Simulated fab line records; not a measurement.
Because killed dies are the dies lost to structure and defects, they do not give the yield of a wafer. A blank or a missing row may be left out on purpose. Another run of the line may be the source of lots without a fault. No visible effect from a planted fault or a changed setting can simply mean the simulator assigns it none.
Problem report in the 8D (eight disciplines) form, filled by code    flow n5_finfet    the parts of the form that need people (team, actions taken, sign-off) are left out

== 1. WHAT WENT WRONG ==
killed_at_M4_up at N5_PASSIVATION_PROBE_49 reads a mean of 113 on 2 wafers of 2 lots; wafers without a fault read 13 with a standard deviation of 4.7. Relative to the usual mean, that is a shift of +21 standard deviations.
The first sign was on wafer L401.4 at day 17 18:32, on prober-02. The record has a number at this step for 15 wafers belonging to 7 lots. Rule for "out" (also "out of limits"): further than 4 standard deviations from the usual mean. Any other wafer with a number is counted as sound.

== 2. WHAT THIS IS AND IS NOT ==
question                     is                                                                                                    is not
which readings at this step  killed_at_M4_up, defect_limited_yield, killed_dies, sort_bin_5_function, sort_n_pass, sort_yield_pct  killed_at_M0_to_M3, killed_at_contacts, killed_at_front_end, killed_at_other, killed_open, killed_short, sort_bin_4_leakage, sort_bin_6_memory, sort_bin_8_speed
which lots                   L401, L403                                                                                            L392, L395, L397, L399, L400
which wafers of those lots   all that have a number                                                                                -
read on which tools          prober-02                                                                                             prober-01
when                         from day 17 18:32                                                                                     up to then (13 sound wafers)

== 3. SUSPECTS, AND WHAT RULES EACH OUT ==
Counting: a tool at any process step up to the reading remains a suspect when it ran all the lots that are out and ran no sound lot after the first of those.
- rie_diel-06 at N5_BEOL_M11_STRIP_19 (strips in O2): kept. All lots that are out passed through it, beginning with L401 at day 15 17:09, and no sound lot followed; its final sound lot before that point was L399 at day 15 13:39.
- pvd_sputter-02 at N5_PASSIVATION_AL_DEP_21 (deposits Al, target thk 2800 nm, time 170 s): kept. All lots that are out passed through it, beginning with L401 at day 17 12:48, and no sound lot followed; its final sound lot before that point was L399 at day 17 08:29.
- prober-02 at N5_PASSIVATION_PROBE_49: kept. All lots that are out passed through it, beginning with L401 at day 17 18:32, and no sound lot followed; its final sound lot before that point was L400 at day 17 14:02. Out on those wafers are its own readings of defect_limited_yield, killed_at_M4_up, killed_dies, sort_bin_5_function, sort_n_pass, sort_yield_pct.
After the count, these remain: rie_diel-06 at N5_BEOL_M11_STRIP_19, pvd_sputter-02 at N5_PASSIVATION_AL_DEP_21 and prober-02 at N5_PASSIVATION_PROBE_49.

== 4. THE CAUSE (what the simulator had put in) ==
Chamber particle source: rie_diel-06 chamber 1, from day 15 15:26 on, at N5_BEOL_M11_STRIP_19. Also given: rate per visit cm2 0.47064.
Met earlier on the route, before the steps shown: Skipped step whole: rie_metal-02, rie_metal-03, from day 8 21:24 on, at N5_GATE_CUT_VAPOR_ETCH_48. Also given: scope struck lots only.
After counting, 3 suspects remain, this tool included.

== 5. SEQUENCE OF EFFECTS, ordered by route ==
Each row: a reading whose mean over the struck wafers that have a number lies more than 3 standard deviations from the usual. Only readings for which the record gives a usual standard deviation are gone through. hours: the time from each lot's start at the first step in this table that gives one to its start at this step, as a median over the lots. sigmas: the change in usual standard deviations.
hours  step                     reading               usual   on struck wafers  change  sigmas
0      N5_PASSIVATION_PROBE_49  defect_limited_yield  91.5 %  84.2              -7.2    -5.6
0      N5_PASSIVATION_PROBE_49  killed_at_M4_up       13      113               +100    +21
0      N5_PASSIVATION_PROBE_49  killed_dies           101     186               +85     +5.7
0      N5_PASSIVATION_PROBE_49  sort_bin_5_function   5.0 %   10.1              +5.1    +5.7
0      N5_PASSIVATION_PROBE_49  sort_n_pass           1079    994               -85     -5.3
0      N5_PASSIVATION_PROBE_49  sort_yield_pct        91.4 %  84.2              -7.2    -5.1
Here are the process steps it includes:
- N5_PASSIVATION_PROBE_49

== 6. HOW IT WOULD HAVE BEEN CAUGHT EARLIER ==
51 hours passed between the start of the fault at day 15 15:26 and the first reading out of limits in this record, taken at day 17 18:32.
An alarm limit of 4 standard deviations would not have fired on the tool readings at N5_BEOL_M11_STRIP_19 for which the record gives a usual standard deviation, since none of them was out on any struck wafer.
Each of the lots that are out, 2 in all, had begun N5_BEOL_M11_STRIP_19 on rie_diel-06 no later than day 17 18:32. Holding the tool at that point would not have protected any of them.
